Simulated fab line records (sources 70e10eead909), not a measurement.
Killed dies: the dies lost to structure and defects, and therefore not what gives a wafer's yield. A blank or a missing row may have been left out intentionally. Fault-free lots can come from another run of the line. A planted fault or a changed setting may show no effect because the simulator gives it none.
fab line records + flow nand-harc
record:
- lots: 6
- wafers: 18
- last-day: 33
route steps=1302 shown A_ONON_D2@548
lots untouched by any fault: they come from a run of this same line in which no faults occurred
start-h: the number of hours between the record's first day and the start of the first shown wafer of the lot + wait-h: hours since the lot's step before + " repeats the value in the row above + L1.1+2: a single row standing in for several wafers + - either no value or no given start + * or withheld: withheld + < > ~ a bound
route shown NAME@n: NAME is a module with steps in the file, n the number in the route of the first one + usual: mean/standard deviation taken from wafers without a fault + same: alike in all rows + chamber/n: place in a boat + sites: readings site by site + _std_site: how widely they spread, as a standard deviation + _edge_site: outer sites' mean less inner sites' + radius-mm: how far each site lies from the wafer's centre + mask NAME#n: copy n + behind: tool/chamber where the wafer was last shaped + hold: what put the lot on hold/how long, in hours/how the hold closed + device: names the non-switching transistor (n, p or np) + end of line: the tests these same wafers got at the end of their route + step lacking rows: just its recipe + killed: not the wafer's yield, but the dies lost to structure and defects at the first sort + map: per-die view of a wafer (x killed, . not killed, _ where there is no die)
set.NAME: setting as actually run; set.NAME@STEP: the setting as run at that earlier step + model.NAME: the simulator's own value behind a step, which no gauge read
lots seen at some steps along the route; tables by step, rows by wafer
services: the hour from which a tool's chamber was out of use, counted from the record's first day as start-h (under 0 if before that day), plus the number of hours and why
== steps ==
step: NHARC_A_ONON_D2_THK_MEAS_05
recipe:
- thk-meas-gauge: ellipsometry
usual:
- thk-nm: 999/9.4
| lot.wafer | tool          | chamber | start-h | wait-h | thk-nm |
|-----------|---------------|---------|---------|--------|--------|
| L496.2    | film-metro-02 | -       | 293.10  | -      | 998    |
| L496.4    | "             | -       | "       | "      | 997    |
| L496.5    | "             | -       | "       | "      | 997    |
| L504.4    | film-metro-01 | -       | 375.05  | -      | 999    |
| L504.5    | "             | -       | "       | "      | 1000   |
| L504.6    | "             | -       | "       | "      | 1000   |
| L505.1    | film-metro-01 | -       | 381.86  | -      | 996    |
| L505.4    | "             | -       | "       | "      | 999    |
| L505.5    | "             | -       | "       | "      | 998    |
| L510.1    | film-metro-01 | -       | 434.07  | -      | 990    |
| L510.4    | "             | -       | "       | "      | 988    |
| L510.6    | "             | -       | "       | "      | 989    |
| L516.1    | film-metro-02 | -       | 494.04  | -      | 1018   |
| L516.2    | "             | -       | "       | "      | 1018   |
| L516.5    | "             | -       | "       | "      | 1022   |
| L517.2    | film-metro-01 | -       | 500.25  | -      | 989    |
| L517.4    | "             | -       | "       | "      | 989    |
| L517.5    | "             | -       | "       | "      | 987    |
step: NHARC_A_ONON_D2_DEP_06
recipe:
- target-thk-a: 10000
- n2-flow-sccm: 2750
- n2o-flow-sccm: 2000
- nh3-flow-sccm: 500
- sih4-flow-sccm: 210
- temp-c: 400
step: NHARC_A_ONON_D2_THK_MEAS_08
recipe:
- thk-meas-gauge: ellipsometry
usual:
- thk-nm: 1005/9.3
| lot.wafer | tool          | chamber | start-h | wait-h | thk-nm |
|-----------|---------------|---------|---------|--------|--------|
| L496.2    | film-metro-01 | -       | 293.67  | -      | 1004   |
| L496.4    | "             | -       | "       | "      | 1005   |
| L496.5    | "             | -       | "       | "      | 1003   |
| L504.4    | film-metro-01 | -       | 375.62  | -      | 1001   |
| L504.5    | "             | -       | "       | "      | 1001   |
| L504.6    | "             | -       | "       | "      | 1000   |
| L505.1    | film-metro-01 | -       | 382.42  | -      | 1005   |
| L505.4    | "             | -       | "       | "      | 1005   |
| L505.5    | "             | -       | "       | "      | 1003   |
| L510.1    | film-metro-01 | -       | 434.65  | -      | 991    |
| L510.4    | "             | -       | "       | "      | 990    |
| L510.6    | "             | -       | "       | "      | 991    |
| L516.1    | film-metro-02 | -       | 494.61  | -      | 999    |
| L516.2    | "             | -       | "       | "      | 1000   |
| L516.5    | "             | -       | "       | "      | 1000   |
| L517.2    | film-metro-01 | -       | 500.81  | -      | 1002   |
| L517.4    | "             | -       | "       | "      | 1002   |
| L517.5    | "             | -       | "       | "      | 1001   |
step: NHARC_A_ONON_D2_DEP_09
recipe:
- target-thk-a: 10000
- n2-flow-sccm: 2750
- n2o-flow-sccm: 2000
- nh3-flow-sccm: 500
- sih4-flow-sccm: 210
- temp-c: 400
step: NHARC_A_ONON_D2_THK_MEAS_11
recipe:
- thk-meas-gauge: ellipsometry
usual:
- thk-nm: 999/8
| lot.wafer | tool          | chamber | start-h | wait-h | thk-nm |
|-----------|---------------|---------|---------|--------|--------|
| L496.2    | film-metro-02 | -       | 294.23  | -      | 1007   |
| L496.4    | "             | -       | "       | "      | 1006   |
| L496.5    | "             | -       | "       | "      | 1007   |
| L504.4    | film-metro-01 | -       | 376.19  | -      | 995    |
| L504.5    | "             | -       | "       | "      | 996    |
| L504.6    | "             | -       | "       | "      | 997    |
| L505.1    | film-metro-01 | -       | 382.99  | -      | 1002   |
| L505.4    | "             | -       | "       | "      | 1003   |
| L505.5    | "             | -       | "       | "      | 1000   |
| L510.1    | film-metro-02 | -       | 435.21  | -      | 1005   |
| L510.4    | "             | -       | "       | "      | 1005   |
| L510.6    | "             | -       | "       | "      | 1003   |
| L516.1    | film-metro-02 | -       | 495.17  | -      | 988    |
| L516.2    | "             | -       | "       | "      | 987    |
| L516.5    | "             | -       | "       | "      | 988    |
| L517.2    | film-metro-01 | -       | 501.38  | -      | 1010   |
| L517.4    | "             | -       | "       | "      | 1011   |
| L517.5    | "             | -       | "       | "      | 1009   |
step: NHARC_A_ONON_D2_DEP_12
recipe:
- target-thk-a: 10000
- n2-flow-sccm: 2750
- n2o-flow-sccm: 2000
- nh3-flow-sccm: 500
- sih4-flow-sccm: 210
- temp-c: 400
step: NHARC_A_ONON_D2_THK_MEAS_14
recipe:
- thk-meas-gauge: ellipsometry
usual:
- thk-nm: 996/11
| lot.wafer | tool          | chamber | start-h | wait-h | thk-nm |
|-----------|---------------|---------|---------|--------|--------|
| L496.2    | film-metro-02 | -       | 294.80  | -      | 994    |
| L496.4    | "             | -       | "       | "      | 995    |
| L496.5    | "             | -       | "       | "      | 994    |
| L504.4    | film-metro-01 | -       | 376.75  | -      | 1000   |
| L504.5    | "             | -       | "       | "      | 1000   |
| L504.6    | "             | -       | "       | "      | 999    |
| L505.1    | film-metro-01 | -       | 383.56  | -      | 1016   |
| L505.4    | "             | -       | "       | "      | 1014   |
| L505.5    | "             | -       | "       | "      | 1017   |
| L510.1    | film-metro-02 | -       | 435.77  | -      | 995    |
| L510.4    | "             | -       | "       | "      | 995    |
| L510.6    | "             | -       | "       | "      | 995    |
| L516.1    | film-metro-02 | -       | 495.74  | -      | 1000   |
| L516.2    | "             | -       | "       | "      | 1001   |
| L516.5    | "             | -       | "       | "      | 1002   |
| L517.2    | film-metro-01 | -       | 501.95  | -      | 1009   |
| L517.4    | "             | -       | "       | "      | 1009   |
| L517.5    | "             | -       | "       | "      | 1010   |
step: NHARC_A_ONON_D2_ANNEAL_15
recipe:
- temp-c: 750
- time-s: 3600
step: NHARC_A_ONON_D2_DEP_16
recipe:
- target-thk-a: 10000
- n2-flow-sccm: 2750
- n2o-flow-sccm: 2000
- nh3-flow-sccm: 500
- sih4-flow-sccm: 210
- temp-c: 400
step: NHARC_A_ONON_D2_THK_MEAS_18
recipe:
- thk-meas-gauge: ellipsometry
usual:
- thk-nm: 1000/11
| lot.wafer | tool          | chamber | start-h | wait-h | thk-nm |
|-----------|---------------|---------|---------|--------|--------|
| L496.2    | film-metro-01 | -       | 303.14  | -      | 999    |
| L496.4    | "             | -       | "       | "      | 999    |
| L496.5    | "             | -       | "       | "      | 999    |
| L504.4    | film-metro-01 | -       | 385.08  | -      | 980    |
| L504.5    | "             | -       | "       | "      | 977    |
| L504.6    | "             | -       | "       | "      | 978    |
| L505.1    | film-metro-02 | -       | 398.87  | -      | 997    |
| L505.4    | "             | -       | "       | "      | 997    |
| L505.5    | "             | -       | "       | "      | 996    |
| L510.1    | film-metro-01 | -       | 443.42  | -      | 988    |
| L510.4    | "             | -       | "       | "      | 989    |
| L510.6    | "             | -       | "       | "      | 989    |
| L516.1    | film-metro-02 | -       | 505.59  | -      | 995    |
| L516.2    | "             | -       | "       | "      | 995    |
| L516.5    | "             | -       | "       | "      | 995    |
| L517.2    | film-metro-02 | -       | 509.34  | -      | 1022   |
| L517.4    | "             | -       | "       | "      | 1020   |
| L517.5    | "             | -       | "       | "      | 1021   |
step: NHARC_A_ONON_D2_DEP_19
recipe:
- target-thk-a: 10000
- n2-flow-sccm: 2750
- n2o-flow-sccm: 2000
- nh3-flow-sccm: 500
- sih4-flow-sccm: 210
- temp-c: 400
step: NHARC_A_ONON_D2_THK_MEAS_21
recipe:
- thk-meas-gauge: ellipsometry
usual:
- thk-nm: 998/8.3
| lot.wafer | tool          | chamber | start-h | wait-h | thk-nm |
|-----------|---------------|---------|---------|--------|--------|
| L496.2    | film-metro-01 | -       | 303.70  | -      | 991    |
| L496.4    | "             | -       | "       | "      | 992    |
| L496.5    | "             | -       | "       | "      | 990    |
| L504.4    | film-metro-01 | -       | 385.64  | -      | 993    |
| L504.5    | "             | -       | "       | "      | 994    |
| L504.6    | "             | -       | "       | "      | 994    |
| L505.1    | film-metro-02 | -       | 399.57  | -      | 1013   |
| L505.4    | "             | -       | "       | "      | 1012   |
| L505.5    | "             | -       | "       | "      | 1013   |
| L510.1    | film-metro-02 | -       | 443.99  | -      | 1006   |
| L510.4    | "             | -       | "       | "      | 1009   |
| L510.6    | "             | -       | "       | "      | 1009   |
| L516.1    | film-metro-02 | -       | 506.16  | -      | 977    |
| L516.2    | "             | -       | "       | "      | 977    |
| L516.5    | "             | -       | "       | "      | 977    |
| L517.2    | film-metro-02 | -       | 509.91  | -      | 997    |
| L517.4    | "             | -       | "       | "      | 996    |
| L517.5    | "             | -       | "       | "      | 997    |
step: NHARC_A_ONON_D2_DEP_22
recipe:
- target-thk-a: 10000
- n2-flow-sccm: 2750
- n2o-flow-sccm: 2000
- nh3-flow-sccm: 500
- sih4-flow-sccm: 210
- temp-c: 400
| lot.wafer  | tool          | chamber | start-h | wait-h |
|------------|---------------|---------|---------|--------|
| L496.2+4+5 | pecvd-onon-04 | 0       | 303.82  | 0.1    |
| L504.4+5+6 | pecvd-onon-04 | 0       | 385.87  | 0.2    |
| L505.1+4+5 | pecvd-onon-04 | 0       | 399.63  | 0.1    |
| L510.1+4+6 | pecvd-onon-03 | 0       | 444.04  | 0.1    |
| L516.1+2+5 | pecvd-onon-03 | 0       | 506.21  | 0.1    |
| L517.2+4+5 | pecvd-onon-03 | 0       | 510.02  | 0.1    |
step: NHARC_A_ONON_D2_THK_MEAS_24
recipe:
- thk-meas-gauge: ellipsometry
usual:
- thk-nm: 1002/9.4
| lot.wafer | tool          | chamber | start-h | wait-h | hold                     | thk-nm |
|-----------|---------------|---------|---------|--------|--------------------------|--------|
| L496.2    | film-metro-02 | -       | 304.27  | -      | -                        | 1000   |
| L496.4    | "             | -       | "       | "      | -                        | 1001   |
| L496.5    | "             | -       | "       | "      | -                        | 1002   |
| L504.4    | film-metro-01 | -       | 386.21  | -      | await-dispo/0.2h/release | 878    |
| L504.5    | "             | -       | "       | "      | await-dispo/0.2h/release | 878    |
| L504.6    | "             | -       | "       | "      | await-dispo/0.2h/release | 880    |
| L504.4    | film-metro-01 | -       | 386.39  | 0.2    | -                        | 879    |
| L504.5    | "             | -       | "       | "      | -                        | 880    |
| L504.6    | "             | -       | "       | "      | -                        | 879    |
| L505.1    | film-metro-02 | -       | 400.15  | -      | await-dispo/0.2h/release | 874    |
| L505.4    | "             | -       | "       | "      | await-dispo/0.2h/release | 874    |
| L505.5    | "             | -       | "       | "      | await-dispo/0.2h/release | 873    |
| L505.1    | film-metro-02 | -       | 400.32  | 0.2    | -                        | 873    |
| L505.4    | "             | -       | "       | "      | -                        | 873    |
| L505.5    | "             | -       | "       | "      | -                        | 876    |
| L510.1    | film-metro-02 | -       | 444.57  | -      | -                        | 984    |
| L510.4    | "             | -       | "       | "      | -                        | 985    |
| L510.6    | "             | -       | "       | "      | -                        | 983    |
| L516.1    | film-metro-01 | -       | 506.72  | -      | -                        | 1004   |
| L516.2    | "             | -       | "       | "      | -                        | 1001   |
| L516.5    | "             | -       | "       | "      | -                        | 1002   |
| L517.2    | film-metro-02 | -       | 510.47  | -      | -                        | 1007   |
| L517.4    | "             | -       | "       | "      | -                        | 1007   |
| L517.5    | "             | -       | "       | "      | -                        | 1005   |
== services ==
| tool          | chamber | start-h | hours | kind   |
|---------------|---------|---------|-------|--------|
| pecvd-onon-04 | -       | 311.31  | 13.0  | pm     |
| pecvd-onon-03 | -       | 408.00  | 13.0  | pm     |
| pecvd-onon-03 | -       | 454.56  | 5.3   | repair |
| pecvd-onon-04 | -       | 492.41  | 13.0  | pm     |
== key ==
first-sign:
- step: NHARC_A_ONON_D2_THK_MEAS_24
- reading: visit
- direction: added
effect:
- step: NHARC_A_ONON_D2_THK_MEAS_24
- reading: thk-nm
- direction: down
- sigmas: 13
- usual: 1002
- struck: 876
met-at NHARC_A_ONON_D2_DEP_22
struck-wafers L504.4,L504.5,L504.6,L505.1,L505.4,L505.5
later-rows-left-out L504.4,L504.5,L504.6,L505.1,L505.4,L505.5
sort-left-out L504.4,L504.5,L504.6,L505.1,L505.4,L505.5
tester-left-out L504,L505
onset-between 303.82 385.87
fault:
- kind: process-parameter-drift
- tool: pecvd-onon-04
- chamber: -
- onset-h: 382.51
- steps: NHARC_A_ONON_D2_DEP_22
- channel: target-thk-a
- offset: *
- shape: step
- end-h: 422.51
- acts-in: *
- stated: *
tester-left-out: of these lots the tester's yield and bins aren't shown, on N5 and GAA mostly nor the transistor test; their killed dies are dies lost to structure and defects alone, not to doping, threshold or leakage, so they don't give the yield
sort-left-out: the simulated sort isn't trusted on such a fault, so these wafers' sort isn't shown, and their yield isn't known
later-rows-left-out: the simulator's readings of these wafers behind a module that went badly wrong aren't trusted and aren't shown, but for the sort
